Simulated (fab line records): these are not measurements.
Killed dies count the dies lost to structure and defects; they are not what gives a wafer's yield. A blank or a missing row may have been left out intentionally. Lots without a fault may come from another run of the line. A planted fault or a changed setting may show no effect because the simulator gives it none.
Chamber matching    flow n5_finfet    N5_HKMG_FIN_ALD_91 on ald_metal-02: 4 sister chambers
The step deposits TiN, target thk 1 nm, pulse time 1 s, purge time 3 s. 4 wafers are shown with their chamber, then 8 later ones without.

## EACH WAFER AND ITS CHAMBER
wafer   chamber  heater_power_w (W)
L088.5  0        725
L090.2  2        831
L090.6  1        996
L095.1  3        907

## WAFERS WITHOUT THEIR CHAMBER
wafer   heater_power_w (W)
L095.3  992
L095.6  760
L096.1  858
L096.5  933
L096.6  725
L097.2  946
L097.3  849
L097.6  863

## WHICH CHAMBER EACH WENT THROUGH
wafer   from the rows above      in truth
L095.3  1                        1
L095.6  can't be placed: 0 or 2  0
L096.1  can't be placed: 2 or 3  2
L096.5  can't be placed: 3 or 1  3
L096.6  0                        0
L097.2  can't be placed: 3 or 1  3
L097.3  can't be placed: 2 or 3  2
L097.6  can't be placed: 2 or 3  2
Correctly placed: 2 of 8. Cannot be placed on the basis of these rows: 6; the candidates contain the true chamber in 6. Number placed wrongly: 0.
How it was worked out, from the rows above alone: a wafer's distance from a chamber is the root of the sum, over the readings, of the square of ((its reading less the chamber's mean) divided by the reading's scatter). The wafer belongs to the nearest chamber; if the next one is less than 2 further off, it can't be placed. For every chamber, the mean is computed from those of its wafers that are shown. The scatter: root of mean squared gap, hidden wafer to nearest shown wafer, with one shown wafer a chamber.
